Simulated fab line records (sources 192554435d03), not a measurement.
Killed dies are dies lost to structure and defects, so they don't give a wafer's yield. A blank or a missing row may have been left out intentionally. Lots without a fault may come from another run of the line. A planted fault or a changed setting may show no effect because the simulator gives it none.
Which of the tools did it? + flow n5 finfet + 11 lots with 29 wafers sampled at 5 steps, on a route of 1938 steps

WHAT EACH GAUGE READ, for each wafer
N5_BEOL_M2_THK_MEAS_01. Usual: M2_ILD_THK typically reads 78.6 nm, with standard deviation 1.1.
| lot  | measured     | on            | M2_ILD_THK (nm) | flag |
|------|--------------|---------------|-----------------|------|
| L318 | day 6 12:44  | film metro-01 | 78.6 77.5       |      |
| L321 | day 7 06:41  | film metro-02 | 76.9 77.5 77.8  |      |
| L323 | day 7 12:40  | film metro-02 | 78.8 79.1 77.5  |      |
| L324 | day 7 20:41  | film metro-02 | 79.9 78.6 81.0  |      |
| L326 | day 8 06:19  | film metro-02 | 77.8 78.1 78.3  |      |
| L327 | day 9 03:32  | film metro-02 | 78.0 79.0 79.1  |      |
| L334 | day 10 14:39 | film metro-02 | 77.8 78.3 78.0  |      |
| L336 | day 10 22:53 | film metro-02 | 79.5 80.8       |      |
| L338 | day 11 19:43 | film metro-02 | 77.9 78.0       |      |
| L340 | day 12 01:44 | film metro-02 | 78.6 79.6       |      |
| L341 | day 12 03:18 | film metro-02 | 76.0 78.4 77.9  |      |

N5_BEOL_M4_RC_MEAS_101. Usual: DIBL_N 36.3 mV/V, standard deviation 1.6; DIBL_P 36.2 mV/V, standard deviation 2; IOFF_N 0.160 nA/um, standard deviation 0.028; IOFF_P 0.21 nA/um, standard deviation 0.036; ION_N 677 uA/um, standard deviation 11; ION_P 465 uA/um, standard deviation 6.9; SS_N 71.5 mV/dec, standard deviation 0.55; SS_P 73.3 mV/dec, standard deviation 0.64; VT_N 250 mV, standard deviation 3; VT_P -250 mV, standard deviation 3.5.
| lot  | measured     | on        | DIBL_N (mV/V)  | DIBL_P (mV/V)  | IOFF_N (nA/um)    | IOFF_P (nA/um) | ION_N (uA/um) | ION_P (uA/um) | SS_N (mV/dec)  | SS_P (mV/dec)  | VT_N (mV)   | VT_P (mV)      | flag |
|------|--------------|-----------|----------------|----------------|-------------------|----------------|---------------|---------------|----------------|----------------|-------------|----------------|------|
| L318 | day 7 20:53  | prober-01 | 40.7 39.1      | 40.5 38.7      | 0.246 0.186       | 0.30 0.25      | 688 671       | 472 466       | 71.9 72.2      | 73.7 74.2      | 243 247     | -246 -248      |      |
| L321 | day 9 01:31  | prober-01 | 37.0 38.2 39.1 | 35.5 37.4 37.2 | 0.146 0.175 0.185 | 0.23 0.26 0.27 | 678 678 683   | 464 474 467   | 71.7 71.3 72.3 | 72.9 73.4 73.3 | 249 247 247 | -247 -245 -243 |      |
| L323 | day 9 10:43  | prober-02 | 37.8 38.3 40.5 | 37.0 36.7 40.7 | 0.155 0.152 0.222 | 0.22 0.22 0.30 | 679 662 699   | 473 469 477   | 71.5 71.8 72.4 | 73.6 73.4 74.5 | 251 253 246 | -249 -248 -244 |      |
| L324 | day 9 12:29  | prober-01 | 37.1 37.2 36.6 | 36.7 35.5 35.7 | 0.159 0.166 0.150 | 0.21 0.20 0.19 | 679 671 683   | 467 459 461   | 72.0 72.2 71.2 | 73.0 72.8 72.2 | 250 247 249 | -252 -250 -250 |      |
| L326 | day 10 06:52 | prober-01 | 34.8 36.5 34.3 | 33.0 35.5 33.7 | 0.131 0.164 0.126 | 0.20 0.24 0.21 | 651 671 648   | 456 465 454   | 71.4 71.7 70.7 | 72.0 73.1 73.1 | 253 249 254 | -250 -245 -246 |      |
| L327 | day 10 15:08 | prober-01 | 37.8 38.0 37.6 | 38.9 39.1 38.2 | 0.187 0.190 0.177 | 0.29 0.29 0.27 | 684 688 673   | 478 479 469   | 71.4 72.1 71.1 | 73.6 73.4 73.6 | 246 248 248 | -243 -243 -244 |      |
| L334 | day 12 13:32 | prober-01 | 35.6 36.2 33.8 | 35.3 35.9 34.1 | 0.145 0.151 0.119 | 0.19 0.20 0.16 | 679 674 669   | 464 459 461   | 71.6 71.7 70.7 | 72.9 73.0 71.9 | 250 250 253 | -253 -252 -253 |      |
| L336 | day 12 16:46 | prober-01 | 36.1 34.9      | 36.7 35.5      | 0.142 0.133       | 0.19 0.18      | 666 673       | 457 463       | 71.4 71.2      | 73.5 72.8      | 254 252     | -251 -251      |      |
| L338 | day 13 12:14 | prober-01 | 33.4 32.2      | 31.5 30.3      | 0.118 0.107       | 0.16 0.15      | 669 668       | 455 461       | 71.0 69.9      | 72.4 72.7      | 252 255     | -255 -254      |      |
| L340 | day 13 18:03 | prober-01 | 36.7 35.5      | 35.4 34.4      | 0.172 0.151       | 0.21 0.20      | 682 684       | 463 465       | 71.5 71.0      | 73.3 73.7      | 247 246     | -250 -248      |      |
| L341 | day 13 21:29 | prober-02 | 36.5 35.6 36.0 | 36.4 35.2 35.8 | 0.155 0.144 0.139 | 0.19 0.16 0.17 | 671 678 670   | 453 456 452   | 72.0 71.4 71.6 | 73.5 73.4 73.5 | 250 251 249 | -254 -257 -253 |      |

WHAT TOOL EACH LOT RAN ON (gives the tool, then ch and the chambers of the sampled wafers, and finally the start)
| lot  | N5_BEOL_M1_SPUTTER_94        | N5_BEOL_M1_DEP_57               | N5_BEOL_M2_COAT_73                |
|------|------------------------------|---------------------------------|-----------------------------------|
| L318 | pvd sputter-03, day 6 10:58  | pecvd-02 ch 1,2, day 6 12:32    | litho track-05 ch 0, day 6 15:44  |
| L321 | pvd sputter-03, day 7 05:13  | pecvd-02 ch 0,1, day 7 06:30    | litho track-01 ch 0, day 7 08:31  |
| L323 | pvd sputter-03, day 7 11:16  | pecvd-03 ch 1,2, day 7 12:28    | litho track-05 ch 0, day 7 13:20  |
| L324 | pvd sputter-03, day 7 19:17  | pecvd-03 ch 1,2, day 7 20:29    | litho track-04 ch 0, day 7 22:46  |
| L326 | pvd sputter-01, day 8 04:54  | pecvd-03 ch 0,1, day 8 06:07    | litho track-05 ch 0, day 8 06:32  |
| L327 | pvd sputter-03, day 9 01:53  | pecvd-02 ch 0,1,2, day 9 03:06  | litho track-05 ch 0, day 9 04:28  |
| L334 | pvd sputter-02, day 10 13:15 | pecvd-03 ch 0,1,2, day 10 14:27 | litho track-01 ch 0, day 10 18:21 |
| L336 | pvd sputter-01, day 10 21:15 | pecvd-01 ch 1,2, day 10 22:41   | litho track-01 ch 0, day 11 01:08 |
| L338 | pvd sputter-01, day 11 18:19 | pecvd-01 ch 0,2, day 11 19:31   | litho track-05 ch 0, day 11 21:17 |
| L340 | pvd sputter-03, day 12 00:20 | pecvd-02 ch 0,1, day 12 01:33   | litho track-05 ch 0, day 12 02:19 |
| L341 | pvd sputter-02, day 12 01:53 | pecvd-01 ch 0,1,2, day 12 03:05 | litho track-05 ch 0, day 12 03:41 |
- N5_BEOL_M1_SPUTTER_94: material Cu, target thk 4.5 nm, time 8.29 s.
- N5_BEOL_M1_DEP_57: deposits SiCN from 3MS/NH3, target thk 8 nm, time 14 s.
- N5_BEOL_M2_COAT_73: time 60 s, resist thk 5 nm.

AS READ BY THE TOOLS THEMSELVES (means over the sampled wafers that have a number; for cases with no such wafer, the mark the record gives instead)
N5_BEOL_M1_SPUTTER_94. Usual: chamber pressure pa 0.07 Pa, standard deviation 0.00014; chuck sensor temp C -15.8 C, standard deviation 0.44; throttle valve pct 30.2 %, standard deviation 0.94.
| lot  | tool           | chamber pressure pa (Pa) | chuck sensor temp C (C) | throttle valve pct (%) | flag |
|------|----------------|--------------------------|-------------------------|------------------------|------|
| L318 | pvd sputter-03 | 0.07                     | -16.2                   | 30.1                   |      |
| L321 | pvd sputter-03 | 0.07                     | -15.7                   | 30.4                   |      |
| L323 | pvd sputter-03 | 0.07                     | -16.0                   | 30.5                   |      |
| L324 | pvd sputter-03 | 0.07                     | -15.7                   | 30.5                   |      |
| L326 | pvd sputter-01 | 0.07                     | -15.5                   | 30.3                   |      |
| L327 | pvd sputter-03 | 0.07                     | -15.6                   | 30.5                   |      |
| L334 | pvd sputter-02 | 0.07                     | -15.3                   | 30.0                   |      |
| L336 | pvd sputter-01 | 0.07                     | -15.9                   | 31.4                   |      |
| L338 | pvd sputter-01 | 0.07                     | -15.9                   | 30.4                   |      |
| L340 | pvd sputter-03 | 0.07                     | -15.9                   | 29.6                   |      |
| L341 | pvd sputter-02 | 0.07                     | -15.7                   | 29.7                   |      |

N5_BEOL_M1_DEP_57. Usual: showerhead plenum p Torr 3.667 Torr, standard deviation 0.012; throttle valve pct 9.1 %, standard deviation 0.46.
| lot  | tool     | showerhead plenum p Torr (Torr) | throttle valve pct (%) | flag |
|------|----------|---------------------------------|------------------------|------|
| L318 | pecvd-02 | 3.675                           | 9.3                    |      |
| L321 | pecvd-02 | 3.660                           | 9.4                    |      |
| L323 | pecvd-03 | 3.677                           | 8.7                    |      |
| L324 | pecvd-03 | 3.673                           | 9.0                    |      |
| L326 | pecvd-03 | 3.668                           | 9.4                    |      |
| L327 | pecvd-02 | 3.660                           | 9.3                    |      |
| L334 | pecvd-03 | 3.676                           | 9.2                    |      |
| L336 | pecvd-01 | 3.668                           | 8.9                    |      |
| L338 | pecvd-01 | 3.673                           | 8.4                    |      |
| L340 | pecvd-02 | 3.655                           | 9.6                    |      |
| L341 | pecvd-01 | 3.659                           | 8.7                    |      |

N5_BEOL_M2_COAT_73. Usual: heater power total W 391.7 W, standard deviation 1.4; plate temp C 204.99 C, standard deviation 0.15; resist line temp C 22.98 C, standard deviation 0.11.
| lot  | tool           | heater power total W (W) | plate temp C (C) | resist line temp C (C) | flag |
|------|----------------|--------------------------|------------------|------------------------|------|
| L318 | litho track-05 | 391.2                    | 205.02           | 22.95                  |      |
| L321 | litho track-01 | 391.2                    | 205.06           | 23.10                  |      |
| L323 | litho track-05 | 391.4                    | 204.93           | 23.02                  |      |
| L324 | litho track-04 | 391.9                    | 205.01           | 23.17                  |      |
| L326 | litho track-05 | 371.9                    | 196.35           | 23.02                  | OFF  |
| L327 | litho track-05 | 370.5                    | 196.59           | 22.96                  | OFF  |
| L334 | litho track-01 | 391.4                    | 205.03           | 22.92                  |      |
| L336 | litho track-01 | 392.8                    | 204.89           | 23.10                  |      |
| L338 | litho track-05 | 390.6                    | 205.07           | 22.91                  |      |
| L340 | litho track-05 | 390.8                    | 205.12           | 22.96                  |      |
| L341 | litho track-05 | 391.1                    | 205.07           | 22.92                  |      |

THE ANSWER, worked out from the rows above alone
Rule: a lot is off if the mean of its wafers that have a number lies more than 3 standard deviations from the usual mean. A lot without any number at a reading at which 4 lots or more have one is off too. All remaining lots with rows at the step are treated as sound. The gauges are gone through in route order, then the tools' own readings, and for those a lot's mean is taken as printed above. The first step at which some lot is off is used, and at that step the reading that is off furthest; a lot without a number counts as furthest.
Off: L326, L327, at N5_BEOL_M2_COAT_73 (plate temp C).
If a tool, at that step or one of the process steps before it, ran each lot that is off and ran no sound lot following the first of them, it fits. Not one of the candidates tried fits.

WHAT HAD BEEN PUT IN BY THE SIMULATOR
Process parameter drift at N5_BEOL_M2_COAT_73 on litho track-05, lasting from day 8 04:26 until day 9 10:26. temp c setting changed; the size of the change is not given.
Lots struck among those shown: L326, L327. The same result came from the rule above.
